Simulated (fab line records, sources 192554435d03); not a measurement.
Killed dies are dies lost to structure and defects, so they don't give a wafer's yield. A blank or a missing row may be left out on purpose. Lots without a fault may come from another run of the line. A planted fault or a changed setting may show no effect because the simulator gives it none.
Which tool did it? | flow n5_finfet | 9 lots, 27 wafers sampled, at 5 steps of a route of 1938

WHAT THE GAUGES READ, wafer by wafer
N5_BEOL_M11_THK_MEAS_53: measures by xrf. Usual: M11_THK 138 nm, standard deviation 3.3.
lot  | measured     | on            | M11_THK (nm) | flag
L543 | day 10 21:41 | film_metro-01 | 141 135 140  |
L545 | day 11 01:30 | film_metro-01 | 135 132 134  |
L548 | day 11 10:55 | film_metro-02 | 136 136 135  |
L550 | day 12 01:25 | film_metro-02 | 139 134 138  |
L552 | day 12 11:32 | film_metro-01 | 134 137 133  |
L557 | day 14 13:59 | film_metro-01 | 141 135 135  |
L562 | day 15 12:26 | film_metro-02 | 143 138 140  |
L563 | day 15 14:14 | film_metro-01 | 137 142 138  |
L566 | day 16 22:56 | film_metro-01 | 141 141 141  |

N5_BEOL_M11_INSPECT_58: inspects for defects (darkfield). Usual: raw_defect_count 71, standard deviation 23.
lot  | measured     | on                | raw_defect_count | flag
L543 | day 10 21:50 | defect_inspect-02 | 59 47 100        |
L545 | day 11 01:40 | defect_inspect-02 | 57 80 108        |
L548 | day 11 11:06 | defect_inspect-01 | 57 82 76         |
L550 | day 12 01:34 | defect_inspect-02 | 51 54 61         |
L552 | day 12 11:41 | defect_inspect-01 | 36 50 44         |
L557 | day 14 14:08 | defect_inspect-02 | 86 90 90         |
L562 | day 15 12:35 | defect_inspect-01 | 45 91 79         |
L563 | day 15 14:23 | defect_inspect-02 | 46 83 59         |
L566 | day 16 23:05 | defect_inspect-01 | 99 70 88         |

N5_BEOL_M12_THK_MEAS_01. Usual: M12_ILD_THK 661 nm, standard deviation 8.5.
lot  | measured     | on            | M12_ILD_THK (nm) | flag
L543 | day 10 22:00 | film_metro-01 | 653 679 665      |
L545 | day 11 01:49 | film_metro-01 | 646 654 660      |
L548 | day 11 11:16 | film_metro-02 | 663 666 679      |
L550 | day 12 01:44 | film_metro-01 | 653 663 656      |
L552 | day 12 11:51 | film_metro-02 | 653 668 668      |
L557 | day 14 14:19 | film_metro-02 | 740 655 662      |
L562 | day 15 12:46 | film_metro-01 | 654 660 666      |
L563 | day 15 14:33 | film_metro-01 | 662 658 674      |
L566 | day 16 23:16 | film_metro-02 | 652 656 658      |

WHICH TOOL RAN EACH LOT (tool, then ch and the chambers of the sampled wafers, then the start)
lot  | N5_BEOL_M11_ETCH_66                | N5_BEOL_M12_ILD_DEP_00
L543 | rie_diel-03 ch 2,3, day 10 18:52   | pecvd-01 ch 0,2, day 10 21:52
L545 | rie_diel-01 ch 1,2,3, day 10 21:09 | pecvd-02 ch 1,2, day 11 01:41
L548 | rie_diel-04 ch 1,2, day 11 06:46   | pecvd-04 ch 0,1,2, day 11 11:08
L550 | rie_diel-01 ch 0,2,3, day 11 20:59 | pecvd-04 ch 1,2, day 12 01:36
L552 | rie_diel-04 ch 1,2, day 12 08:32   | pecvd-04 ch 0,2, day 12 11:43
L557 | rie_diel-04 ch 0,2,3, day 14 10:40 | pecvd-04 ch 1,2, day 14 14:11
L562 | rie_diel-03 ch 0,1,3, day 15 08:53 | pecvd-02 ch 1,2, day 15 12:38
L563 | rie_diel-04 ch 0,1,2, day 15 10:59 | pecvd-02 ch 0,1,2, day 15 14:25
L566 | rie_diel-03 ch 1,2,3, day 16 19:32 | pecvd-01 ch 0,1, day 16 23:08
- N5_BEOL_M11_ETCH_66: etches SOC in N2/H2, target depth 120 nm, overetch 24 nm, time 180 s.
- N5_BEOL_M12_ILD_DEP_00: deposits SiOC from DEMS/O2, target thk 658.92 nm, time 130.7 s.

WHAT THE TOOLS THEMSELVES READ (means of the sampled wafers that have a number; where no wafer has one, the mark that the record gives instead)
N5_BEOL_M11_ETCH_66. Usual: drypump_motor_current_A 5.6 A, standard deviation 0.44; n2_flow_sccm 199.9 sccm, standard deviation 0.61; oes_product_au 0.66 a.u., standard deviation 0.066; rf_vpp_V 522.7 V, standard deviation 2.5; showerhead_plenum_p_Torr 2.51 Torr, standard deviation 0.088; throttle_valve_pct 17.67 %, standard deviation 0.2.
lot  | tool        | drypump_motor_current_A (A) | n2_flow_sccm (sccm) | oes_product_au (a.u.) | rf_vpp_V (V) | showerhead_plenum_p_Torr (Torr) | throttle_valve_pct (%) | flag
L543 | rie_diel-03 | 5.2                         | 200.0               | 0.67                  | 523.9        | 2.57                            | 17.69                  |
L545 | rie_diel-01 | 5.5                         | 200.1               | 0.63                  | 523.1        | 2.52                            | 17.70                  |
L548 | rie_diel-04 | 6.0                         | 200.2               | 0.66                  | 522.7        | 2.49                            | 17.44                  |
L550 | rie_diel-01 | 5.3                         | 199.6               | 0.65                  | 523.4        | 2.53                            | 17.68                  |
L552 | rie_diel-04 | 6.0                         | 200.3               | 0.65                  | 523.2        | 2.49                            | 17.45                  |
L557 | rie_diel-04 | 5.7                         | 199.4               | 0.65                  | 522.6        | 2.48                            | 17.64                  |
L562 | rie_diel-03 | 6.0                         | 200.1               | 0.72                  | 523.4        | 2.52                            | 17.66                  |
L563 | rie_diel-04 | 5.9                         | 199.8               | 0.65                  | 521.4        | 2.45                            | 17.63                  |
L566 | rie_diel-03 | 5.7                         | 199.7               | 0.68                  | 523.8        | 2.55                            | 17.77                  |

N5_BEOL_M12_ILD_DEP_00. Usual: heater_power_w 452 W, standard deviation 44; run_length_s 175.3 s, standard deviation 0.58; showerhead_plenum_p_Torr 5.689 Torr, standard deviation 0.018; throttle_valve_pct 11.9 %, standard deviation 0.38.
lot  | tool     | heater_power_w (W) | run_length_s (s) | showerhead_plenum_p_Torr (Torr) | throttle_valve_pct (%) | flag
L543 | pecvd-01 | 455                | 175.4            | 5.703                           | 11.6                   |
L545 | pecvd-02 | 461                | 176.0            | 5.680                           | 11.7                   |
L548 | pecvd-04 | 422                | 174.9            | 5.684                           | 12.1                   |
L550 | pecvd-04 | 477                | 174.9            | 5.693                           | 12.1                   |
L552 | pecvd-04 | 441                | 175.1            | 5.692                           | 11.9                   |
L557 | pecvd-04 | 433                | 181.0            | 5.711                           | 12.4                   | OFF
L562 | pecvd-02 | 455                | 176.2            | 5.699                           | 11.6                   |
L563 | pecvd-02 | 446                | 176.1            | 5.681                           | 11.6                   |
L566 | pecvd-01 | 519                | 175.4            | 5.698                           | 12.4                   |

THE ANSWER, worked out from the rows above alone
Rule: a lot is off if the mean of its wafers that have a number lies more than 3 standard deviations from the usual mean. A lot without any number at a reading at which 4 lots or more have one is off too. The other lots that the step has rows for count as sound. The gauges are gone through in route order, then the tools' own readings, and for those a lot's mean is taken as printed above. The first step at which some lot is off is used, and at that step the reading that is off furthest; a lot without a number counts as furthest.
Off: L557, at N5_BEOL_M12_ILD_DEP_00 (run_length_s).
A tool fits if, at that step or a process step before it, it ran every lot that is off, and no sound lot after the first of them. One fits: pecvd-04 at N5_BEOL_M12_ILD_DEP_00. Its last sound lot is L552 (day 12 11:43), its first lot that is off L557 (day 14 14:11): a fault that began between those two fits.
The tool's own readings at N5_BEOL_M12_ILD_DEP_00 bear it out: on the lots that are off they differ by more than 5 times the standard deviation of the sound lots' means. run_length_s reads 181.0 s there against 175.5 s on the sound lots.

WHAT THE SIMULATOR HAD PUT IN
Process parameter drift: pecvd-04, from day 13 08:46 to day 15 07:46, at N5_BEOL_M12_ILD_DEP_00. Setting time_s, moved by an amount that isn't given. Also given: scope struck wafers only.
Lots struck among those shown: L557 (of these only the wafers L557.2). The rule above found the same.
